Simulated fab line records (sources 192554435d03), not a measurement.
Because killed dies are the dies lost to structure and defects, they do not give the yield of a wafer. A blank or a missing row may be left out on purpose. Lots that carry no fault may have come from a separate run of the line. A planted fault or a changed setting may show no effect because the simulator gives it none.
A lot that was struck, set against a sound lot | flow n5_finfet | 31 steps out of a route of 1938
Sound: the wafers L354.2, L354.3, L354.5. The struck wafers were L363.2, L363.4, L363.5. At the end, the cause is stated.
Order at every step that has rows: each side's tool, ch and its chambers, its first start. Under that, the readings that differ: sound wafers | struck wafers | difference of the means | sigmas: that difference in standard deviations of wafers without a fault.
alike: readings with means less than 2 such deviations apart, plus words and numbers identical on both sides. not compared: withheld readings, readings lacking a value on some wafer, bounds such as >300 that could conceal the same value, and numbers that have no deviation in the record and whose values overlap.
A row with sigmas, a row that says differs or no value, or rows on one side alone: a step with any of these is where the two part. When numbers do not overlap yet have no deviation, they are printed without sigmas and do not part them. Lack of a reading on every wafer of one side parts them only where that side has two or more wafers.

first, 10 steps without rows for these wafers: N5_FIN_CUT_STRIP_22 (strips in N2/H2); N5_FIN_CUT_PRECLEAN_36 (cleans in O3/DIW, time 60 s); N5_FIN_CUT_SRD_32 (time 30 s); N5_FIN_CUT_UV_OZONE_34 (time 120 s); N5_STI_FIN_REVEAL_ALD_00 (deposits SiO2, target thk 1 nm, pulse time 1 s); N5_STI_FIN_REVEAL_ALD_14 (deposits Si3N4, target thk 3 nm); N5_STI_FIN_REVEAL_FCVD_FILL_01 (material SiO2 flowable, target thk 312 nm, time 512.2 s); N5_STI_FIN_REVEAL_DENSIFY_02 (time 1800 s); N5_STI_FIN_REVEAL_CMP_04 (polishes, stops on Si3N4, t overpolish 4 s, target thk 131.83 nm); N5_STI_FIN_REVEAL_DENSIFY_30.
N5_STI_FIN_REVEAL_ETCHBACK_08: etches SiO2 in C4F6/O2, target depth 30.5 nm, time 10.167 s.
  sound on rie_diel-02 ch 1,2,3, day 4 03:22; struck on rie_diel-04 ch 1,2,3, day 6 10:37
  no value came back on the struck wafers for any of 8 readings (C4F6_flow_sccm (sccm), O2_flow_sccm (sccm) and others); on the sound wafers C4F6_flow_sccm (sccm) reads 9.958 9.994 9.999
  not compared: rf_hours_counter_h
then, 16 steps without rows for these wafers: N5_STI_FIN_REVEAL_STRIP_24 (strips in N2/H2, time 90 s); N5_STI_FIN_REVEAL_PRECLEAN_25 (cleans in SPM, time 90 s); N5_STI_FIN_REVEAL_PRECLEAN_26 (cleans in SC1, time 45 s); N5_STI_FIN_REVEAL_PRECLEAN_29 (cleans in DHF, time 30 s); N5_STI_FIN_REVEAL_SRD_12 (time 30 s); N5_STI_FIN_REVEAL_RECESS_09 (chemistry HF/NH3, target SiO2, afs cycles 11, target depth 42.5 nm, sublimation time 60 s); N5_STI_FIN_REVEAL_STRIP_16 (strips SiNx in H3PO4, target depth 23.8 nm); N5_STI_FIN_REVEAL_PRECLEAN_17 (cleans in NF3:NH3, afs cycles 1, time 20 s, sublimation time 60 s); N5_STI_FIN_REVEAL_ETCH_34 (etches Si in H2, material Si, target depth 0.97 nm); N5_STI_FIN_REVEAL_OXIDATION_31 (chemistry O2 PLASMA REMOTE, time 20 s); N5_STI_FIN_REVEAL_PRECLEAN_32 (cleans in NF3:NH3, afs cycles 1, time 20 s, sublimation time 60 s); N5_STI_FIN_REVEAL_STRIP_35 (strips Si3N4 in H3PO4, target depth 4 nm, time 39 s); N5_STI_FIN_REVEAL_SRD_21 (time 30 s); N5_STI_FIN_REVEAL_OXIDATION_33 (chemistry O2 PLASMA REMOTE, time 20 s); N5_STI_FIN_REVEAL_CLEAN_19 (cleans in O3/DIW, time 120 s); N5_STI_FIN_REVEAL_SRD_23 (time 30 s).
N5_STI_FIN_REVEAL_FIN_H_MEAS_10:
  sound on ocd-01 at day 4 06:19; struck on ocd-01 at day 6 13:38
  reading              | sound          | struck         | difference | sigmas
  trench_depth_nm (nm) | 52.8 52.2 50.9 | 22.1 22.0 22.5 | -29.8      | -40
then, 1 step without rows for these wafers: N5_STI_FIN_REVEAL_PRECLEAN_18 (cleans in SC2, time 45 s).
N5_BEOL_M4_RC_MEAS_101:
  the record has rows for the sound wafers here (prober-01 ch 0, day 9 13:55) and none for the struck ones
-- a jump in the record: the struck wafers' starts before and after are 9 days apart (it breaks off in module BEOL_M4 and resumes in module PASSIVATION, where the first step shown is number 1936 of the route) --
N5_PASSIVATION_PROBE_49:
  the record has rows for the struck wafers here (prober-02, day 15 15:59) and none for the sound ones

## WHERE THEY PART
At N5_STI_FIN_REVEAL_ETCHBACK_08 first; at N5_PASSIVATION_PROBE_49 last (within this record only).

WHY: what the simulator had put in
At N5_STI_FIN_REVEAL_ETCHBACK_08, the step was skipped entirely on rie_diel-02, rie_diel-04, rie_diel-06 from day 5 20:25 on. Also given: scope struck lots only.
